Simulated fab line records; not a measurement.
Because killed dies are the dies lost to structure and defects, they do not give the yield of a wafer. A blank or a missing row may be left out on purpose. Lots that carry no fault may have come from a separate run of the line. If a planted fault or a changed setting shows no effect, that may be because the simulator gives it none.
Matching of chambers -- flow n5Finfet -- N5_BEOL_M4_DESCUM_16 on rieDiel-06: 4 sister chambers
The step chemistry O2, time 7 s. 24 wafers are shown with their chamber, then 12 later ones without.

WAFERS WITH THEIR CHAMBER
wafer,chamber,showerheadPlenumPTorr (Torr),drypumpMotorCurrentA (A),throttleValvePct (%)
L074.2,2,1.99,6.5,21.1
L074.5,0,2.22,5.0,20.1
L074.6,1,2.06,5.1,20.4
L077.1,0,2.22,5.0,20.1
L077.2,2,1.99,6.5,21.1
L077.3,3,2.19,6.7,20.8
L079.3,1,2.05,5.1,20.4
L079.5,1,2.05,5.1,20.4
L079.6,0,2.22,4.9,20.1
L086.2,3,2.18,6.6,20.9
L086.4,0,2.22,5.0,20.1
L086.5,3,2.18,6.6,20.9
L087.1,0,2.21,5.0,20.1
L087.4,2,1.99,6.4,21.1
L087.5,2,1.99,6.5,21.1
L088.2,1,2.05,5.1,20.0
L088.5,3,2.18,6.6,20.9
L088.6,0,2.21,5.0,20.1
L090.2,0,2.21,5.0,20.1
L090.4,3,2.18,6.7,20.9
L090.5,2,1.99,6.5,21.1
L092.4,2,1.99,6.4,21.1
L092.5,0,2.21,5.0,20.1
L092.6,1,2.05,5.1,20.1

SIGNATURES (averages over the wafers above)
reading,chamber 0,chamber 1,chamber 2,chamber 3,scatter within a chamber
showerheadPlenumPTorr,2.2150,2.0520,1.9900,2.1820,0.00424
drypumpMotorCurrentA,4.987,5.100,6.467,6.640,0.0413
throttleValvePct,20.100,20.260,21.100,20.880,0.0894
Rule: distance of a wafer from a chamber = root of the sum over the readings of ((wafer's reading minus chamber's mean) / reading's scatter) squared. If the next closest chamber is less than 2 further off than the closest, the wafer can't be placed; otherwise it belongs to the closest. How the scatter is found: for the shown wafers, subtract from each reading the mean of its chamber, square and add these, divide the total by (wafers less chambers), then take the root.

WAFERS MISSING THEIR CHAMBER
wafer,showerheadPlenumPTorr (Torr),drypumpMotorCurrentA (A),throttleValvePct (%)
L093.1,2.05,5.1,20.1
L093.2,1.99,6.4,21.1
L093.6,1.99,6.4,21.1
L094.1,2.05,5.1,20.0
L094.4,2.05,5.1,20.0
L094.5,2.21,5.0,20.1
L095.1,2.05,5.1,20.1
L095.3,2.21,5.0,20.1
L095.4,2.21,5.0,20.1
L096.3,2.21,5.0,20.1
L096.4,2.21,5.0,20.1
L096.6,2.05,5.1,20.1

CHAMBER TAKEN BY EACH
wafer,from the rows above,in truth
L093.1,1,1
L093.2,2,2
L093.6,2,2
L094.1,1,1
L094.4,1,1
L094.5,0,0
L095.1,1,1
L095.3,0,0
L095.4,0,0
L096.3,0,0
L096.4,0,0
L096.6,1,1
Correct placement for 12 of the 12. Left unplaced by these rows: 0. Placed wrongly: 0.
